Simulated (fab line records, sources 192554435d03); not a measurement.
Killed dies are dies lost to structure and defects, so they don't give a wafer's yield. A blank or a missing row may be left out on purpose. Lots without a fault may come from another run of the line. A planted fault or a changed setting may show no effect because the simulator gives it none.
Which tool did it? | flow n5_finfet | 12 lots, 36 wafers sampled, at 4 steps of a route of 1938

WHAT THE GAUGES READ, wafer by wafer
N5_FIN_SAQP_OCD_MEAS_76.
lot  | measured    | on     | trench_depth_nm (nm)
L075 | day 2 10:46 | ocd-01 | 121.3 122.1 120.4
L077 | day 2 20:11 | ocd-02 | 121.0 121.0 121.0
L079 | day 3 08:23 | ocd-01 | 121.7 118.8 121.3
L081 | day 3 21:25 | ocd-01 | 116.8 118.0 118.6
L083 | day 4 10:14 | ocd-02 | 120.1 120.1 118.5
L085 | day 4 20:35 | ocd-01 | 122.8 122.2 119.6
L087 | day 5 09:14 | ocd-02 | 118.3 119.2 118.4
L089 | day 5 20:21 | ocd-01 | 120.5 120.2 119.9
L091 | day 6 08:02 | ocd-01 | 121.1 118.7 122.8
L093 | day 6 22:20 | ocd-02 | 120.6 117.6 119.2
L095 | day 7 11:27 | ocd-02 | 120.5 120.1 119.5
L097 | day 7 21:07 | ocd-01 | 120.3 121.0 118.1

WHICH TOOL RAN EACH LOT (tool, then ch and the chambers of the sampled wafers, then the start)
lot  | N5_FIN_SAQP_DENSIFY_62          | N5_FIN_SAQP_HM_DEP_03          | N5_FIN_SAQP_PECVD_06
L075 | rtp_anneal-02 ch 0, day 2 05:05 | pecvd-01 ch 0,1,2, day 2 05:17 | pecvd-02 ch 0,2, day 2 05:31
L077 | rtp_anneal-01 ch 0, day 2 14:10 | pecvd-02 ch 0,1, day 2 14:23   | pecvd-03 ch 0,1,2, day 2 14:37
L079 | rtp_anneal-02 ch 0, day 3 02:16 | pecvd-02 ch 1, day 3 02:29     | pecvd-01 ch 0,2, day 3 02:49
L081 | rtp_anneal-02 ch 0, day 3 14:43 | pecvd-03 ch 0,1,2, day 3 14:56 | pecvd-01 ch 2, day 3 15:10
L083 | rtp_anneal-02 ch 0, day 4 03:42 | pecvd-02 ch 0,2, day 4 03:55   | pecvd-03 ch 0,1, day 4 04:09
L085 | rtp_anneal-01 ch 0, day 4 14:27 | pecvd-01 ch 0,2, day 4 14:38   | pecvd-03 ch 0,2, day 4 14:55
L087 | rtp_anneal-01 ch 0, day 5 02:39 | pecvd-02 ch 0,1,2, day 5 02:50 | pecvd-03 ch 0,1, day 5 03:03
L089 | rtp_anneal-01 ch 0, day 5 14:37 | pecvd-03 ch 0,1, day 5 14:47   | pecvd-01 ch 1,2, day 5 15:01
L091 | rtp_anneal-01 ch 0, day 6 02:15 | pecvd-03 ch 1,2, day 6 02:28   | pecvd-01 ch 0,1, day 6 02:40
L093 | rtp_anneal-01 ch 0, day 6 14:46 | pecvd-02 ch 0, day 6 14:59     | pecvd-01 ch 0,1, day 6 15:13
L095 | rtp_anneal-02 ch 0, day 7 04:52 | pecvd-03 ch 0,2, day 7 05:05   | pecvd-01 ch 0,2, day 7 05:19
L097 | rtp_anneal-01 ch 0, day 7 15:32 | pecvd-02 ch 0,2, day 7 15:41   | pecvd-03 ch 0,1,2, day 7 15:55
- N5_FIN_SAQP_DENSIFY_62: time 60 s.
- N5_FIN_SAQP_HM_DEP_03: deposits SiNx from SiH4/NH3/N2, target thk 38 nm, time 33.6 s.
- N5_FIN_SAQP_PECVD_06: deposits a-Si from SiH4/He, target thk 60 nm, time 48.1 s.

THE ANSWER, worked out from the rows above alone
Rule: what is usual is taken from the lots themselves. Put in order of their means at a reading, lots are off if they are a third of the lots or fewer, leave a main group of 4 or more, and stand apart from it by a gap of 3 or more times the standard deviation of the main group's means; of several such gaps the widest counts. A main group whose means are all the same, to the digits that the tables above print for the reading, isn't used. A lot without any number at a reading at which 4 lots or more have one is off too. The other lots that the step has rows for count as sound.
No lot is off at any reading shown: from this, nothing can be told.

WHAT THE SIMULATOR HAD PUT IN
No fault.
